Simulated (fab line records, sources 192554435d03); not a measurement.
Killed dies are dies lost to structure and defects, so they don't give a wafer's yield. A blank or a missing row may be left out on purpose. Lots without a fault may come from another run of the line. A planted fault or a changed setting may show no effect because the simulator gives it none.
Which tool did it? | flow n5_finfet | 24 lots, 72 wafers sampled, at 3 steps of a route of 1938

WHAT THE GAUGES READ, wafer by wafer
N5_BEOL_M5_INSPECT_58: inspects for defects (darkfield).
lot  | measured     | on                | raw_defect_count
L074 | day 8 13:04  | defect_inspect-01 | 73 94 94
L075 | day 8 23:00  | defect_inspect-02 | 68 126 76
L076 | day 9 07:56  | defect_inspect-02 | 61 93 65
L077 | day 9 14:00  | defect_inspect-02 | 46 75 62
L078 | day 9 16:11  | defect_inspect-02 | 94 99 76
L079 | day 10 06:01 | defect_inspect-02 | 48 30 51
L080 | day 10 09:35 | defect_inspect-01 | 78 65 53
L081 | day 10 13:40 | defect_inspect-01 | 66 72 75
L084 | day 10 16:49 | defect_inspect-01 | 67 64 64
L082 | day 10 22:41 | defect_inspect-01 | 137 72 75
L083 | day 11 08:31 | defect_inspect-02 | 72 50 62
L085 | day 11 14:19 | defect_inspect-01 | 59 97 50
L086 | day 11 15:01 | defect_inspect-02 | 72 69 67
L087 | day 12 04:55 | defect_inspect-02 | 70 73 76
L088 | day 12 09:21 | defect_inspect-02 | 42 58 26
L090 | day 12 11:02 | defect_inspect-01 | 84 52 56
L089 | day 12 11:48 | defect_inspect-01 | 43 44 80
L091 | day 12 19:07 | defect_inspect-02 | 95 69 73
L092 | day 13 03:59 | defect_inspect-02 | 79 86 64
L095 | day 13 09:47 | defect_inspect-01 | 81 62 91
L093 | day 13 14:04 | defect_inspect-02 | 61 75 106
L094 | day 13 20:59 | defect_inspect-01 | 64 63 80
L096 | day 14 03:10 | defect_inspect-02 | 53 84 52
L097 | day 14 08:02 | defect_inspect-02 | 46 43 57

N5_BEOL_M6_INSPECT_13: inspects for defects (brightfield).
lot  | measured     | on                | raw_defect_count
L074 | day 8 15:35  | defect_inspect-02 | 435 507 623
L075 | day 9 00:56  | defect_inspect-01 | 291 371 332
L076 | day 9 10:06  | defect_inspect-02 | 591 457 394
L077 | day 9 15:43  | defect_inspect-01 | 402 720 422
L078 | day 9 19:15  | defect_inspect-01 | 616 560 637
L079 | day 10 07:47 | defect_inspect-02 | 307 244 397
L080 | day 10 11:05 | defect_inspect-01 | 357 395 319
L081 | day 10 15:01 | defect_inspect-02 | 334 384 412
L084 | day 10 18:43 | defect_inspect-01 | 404 524 392
L082 | day 11 00:53 | defect_inspect-02 | 594 597 839
L083 | day 11 09:48 | defect_inspect-01 | 403 448 396
L085 | day 11 16:47 | defect_inspect-02 | 435 670 574
L086 | day 11 16:59 | defect_inspect-02 | 434 711 492
L087 | day 12 08:54 | defect_inspect-01 | 333 318 435
L088 | day 12 11:04 | defect_inspect-02 | 350 377 342
L090 | day 12 13:50 | defect_inspect-01 | 303 410 313
L089 | day 12 14:02 | defect_inspect-02 | 379 432 401
L091 | day 12 22:01 | defect_inspect-02 | 401 359 434
L092 | day 13 06:06 | defect_inspect-02 | 376 346 253
L095 | day 13 12:56 | defect_inspect-01 | 619 464 470
L093 | day 13 16:26 | defect_inspect-01 | 275 286 342
L094 | day 13 23:32 | defect_inspect-02 | 434 359 278
L096 | day 14 04:29 | defect_inspect-02 | 450 577 628
L097 | day 14 09:14 | defect_inspect-02 | 342 327 370

WHICH TOOL RAN EACH LOT (tool, then ch and the chambers of the sampled wafers, then the start)
lot  | N5_BEOL_M6_ILD_DEP_00
L074 | pecvd-03 ch 1,2, day 8 13:06
L075 | pecvd-04 ch 0,2, day 8 23:02
L076 | pecvd-02 ch 0,1,2, day 9 07:59
L077 | pecvd-04 ch 0,2, day 9 14:02
L078 | pecvd-04 ch 0,1,2, day 9 16:13
L079 | pecvd-04 ch 1,2, day 10 06:03
L080 | pecvd-03 ch 0,1,2, day 10 09:37
L081 | pecvd-03 ch 0,1,2, day 10 13:42
L084 | pecvd-03 ch 0,2, day 10 16:51
L082 | pecvd-04 ch 0,1, day 10 22:43
L083 | pecvd-02 ch 0,1, day 11 08:33
L085 | pecvd-02 ch 0,2, day 11 14:20
L086 | pecvd-04 ch 0,1, day 11 15:04
L087 | pecvd-03 ch 0,1,2, day 12 04:58
L088 | pecvd-02 ch 0,1,2, day 12 09:23
L090 | pecvd-03 ch 0,1,2, day 12 11:04
L089 | pecvd-04 ch 0,2, day 12 11:50
L091 | pecvd-02 ch 0,2, day 12 19:09
L092 | pecvd-02 ch 0,1,2, day 13 04:03
L095 | pecvd-03 ch 0,1,2, day 13 09:50
L093 | pecvd-02 ch 1,2, day 13 14:06
L094 | pecvd-04 ch 0,1,2, day 13 21:01
L096 | pecvd-03 ch 1,2, day 14 03:12
L097 | pecvd-02 ch 0,2, day 14 08:04
- N5_BEOL_M6_ILD_DEP_00: deposits SiCOH lowk from DEMS/porogen, target thk 179.75 nm, time 33.4 s.

WHAT THE TOOLS THEMSELVES READ (means of the sampled wafers that have a number; where no wafer has one, the mark that the record gives instead)
N5_BEOL_M6_ILD_DEP_00.
lot  | tool     | heater_power_w (W) | rf_fwd_power_W (W) | showerhead_plenum_p_Torr (Torr) | throttle_valve_pct (%)
L074 | pecvd-03 | 320                | 496.7              | 5.744                           | 14.5
L075 | pecvd-04 | 267                | 494.8              | 5.722                           | 13.3
L076 | pecvd-02 | 274                | 496.2              | 5.739                           | 14.2
L077 | pecvd-04 | 301                | 493.6              | 5.735                           | 13.3
L078 | pecvd-04 | 322                | 494.6              | 5.743                           | 13.2
L079 | pecvd-04 | 408                | 496.7              | 5.733                           | 13.1
L080 | pecvd-03 | 346                | 496.6              | 5.731                           | 14.1
L081 | pecvd-03 | 341                | 494.5              | 5.747                           | 14.1
L084 | pecvd-03 | 356                | 495.3              | 5.741                           | 13.9
L082 | pecvd-04 | 335                | 493.7              | 5.721                           | 13.3
L083 | pecvd-02 | 280                | 495.4              | 5.744                           | 14.6
L085 | pecvd-02 | 284                | 495.2              | 5.709                           | 13.3
L086 | pecvd-04 | 336                | 494.7              | 5.732                           | 13.2
L087 | pecvd-03 | 314                | 495.9              | 5.741                           | 14.1
L088 | pecvd-02 | 298                | 495.0              | 5.729                           | 13.9
L090 | pecvd-03 | 320                | 493.6              | 5.740                           | 14.1
L089 | pecvd-04 | 303                | 494.8              | 5.725                           | 13.3
L091 | pecvd-02 | 309                | 494.9              | 5.724                           | 13.3
L092 | pecvd-02 | 276                | 494.1              | 5.738                           | 13.9
L095 | pecvd-03 | 335                | 496.3              | 5.743                           | 14.1
L093 | pecvd-02 | 264                | 494.7              | 5.740                           | 14.1
L094 | pecvd-04 | 345                | 494.2              | 5.730                           | 13.0
L096 | pecvd-03 | 306                | 495.9              | 5.738                           | 14.6
L097 | pecvd-02 | 288                | 496.5              | 5.719                           | 13.6

THE ANSWER, worked out from the rows above alone
Rule: what is usual is taken from the lots themselves. Put in order of their means at a reading, lots are off if they are a third of the lots or fewer, leave a main group of 4 or more, and stand apart from it by a gap of 3 or more times the standard deviation of the main group's means; of several such gaps the widest counts. A main group whose means are all the same, to the digits that the tables above print for the reading, isn't used. A lot without any number at a reading at which 4 lots or more have one is off too. The other lots that the step has rows for count as sound. The gauges are gone through in route order, then the tools' own readings, and for those a lot's mean is taken as printed above. The first step at which some lot is off is used, and at that step the reading that is off furthest; a lot without a number counts as furthest.
No lot is off at any reading shown: from this, nothing can be told.

WHAT THE SIMULATOR HAD PUT IN
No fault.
